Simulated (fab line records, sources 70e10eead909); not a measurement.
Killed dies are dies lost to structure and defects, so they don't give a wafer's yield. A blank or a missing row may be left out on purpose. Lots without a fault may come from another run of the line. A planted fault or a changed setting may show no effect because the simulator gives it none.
Chamber matching | flow nand_harc | NHARC_P_CONTACT_CMP_01 on cmp-02: 4 sister chambers
The step polishes SiO2, target thk 200 nm. 16 wafers are shown with their chamber, then 8 later ones without.

WAFERS WITH THEIR CHAMBER
wafer  | chamber | motor_current_A (A) | edge_zone_pressure_frac
L074.3 | 3       | 11.6                | 0.997
L074.5 | 2       | 10.9                | 1.006
L074.6 | 3       | 11.8                | 1.002
L076.2 | 1       | 12.0                | 0.994
L076.5 | 2       | 11.1                | 0.999
L076.6 | 1       | 12.6                | 0.994
L079.1 | 1       | 11.9                | 0.996
L079.5 | 3       | 12.1                | 0.997
L079.6 | 2       | 11.3                | 1.003
L086.1 | 3       | 11.7                | 0.996
L086.2 | 1       | 12.3                | 1.002
L086.5 | 3       | 11.8                | 1.015
L087.1 | 1       | 12.0                | 1.004
L087.3 | 3       | 12.1                | 1.000
L087.6 | 1       | 12.3                | 1.002
L094.1 | 0       | 13.7                | 1.009

SIGNATURES (means of the wafers above)
reading                 | chamber 0 | chamber 1 | chamber 2 | chamber 3 | scatter within a chamber
motor_current_A         | 13.700    | 12.183    | 11.100    | 11.850    | 0.232
edge_zone_pressure_frac | 1.00900   | 0.99867   | 1.00267   | 1.00117   | 0.00563
Rule: a wafer's distance from a chamber is the root of the sum, over the readings, of the square of ((its reading less the chamber's mean) divided by the reading's scatter). The wafer belongs to the nearest chamber; if the next one is less than 2 further off, it can't be placed. The scatter: the root of (the sum of the squares of (reading less its chamber's mean) over the shown wafers, divided by (wafers less chambers)).

WAFERS WITHOUT THEIR CHAMBER
wafer  | motor_current_A (A) | edge_zone_pressure_frac
L094.4 | 11.2                | 1.003
L094.5 | 11.8                | 0.999
L096.1 | 13.1                | 0.990
L096.3 | 11.5                | 1.002
L096.4 | 11.6                | 1.004
L097.1 | 11.8                | 1.000
L097.2 | 12.1                | 0.993
L097.5 | 12.0                | 0.999

WHICH CHAMBER EACH WENT THROUGH
wafer  | from the rows above          | in truth
L094.4 | 2                            | 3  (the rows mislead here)
L094.5 | can't be placed: 3 or 1      | 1
L096.1 | can't be placed: 1 or 0 or 3 | 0
L096.3 | can't be placed: 3 or 2 or 1 | 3
L096.4 | can't be placed: 3 or 2 or 1 | 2
L097.1 | can't be placed: 3 or 1      | 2
L097.2 | can't be placed: 1 or 3      | 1
L097.5 | can't be placed: 3 or 1      | 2
Placed correctly: 0 of 8. Can't be placed from these rows: 7 (the true chamber is among the candidates in 5). Placed wrongly: 1.
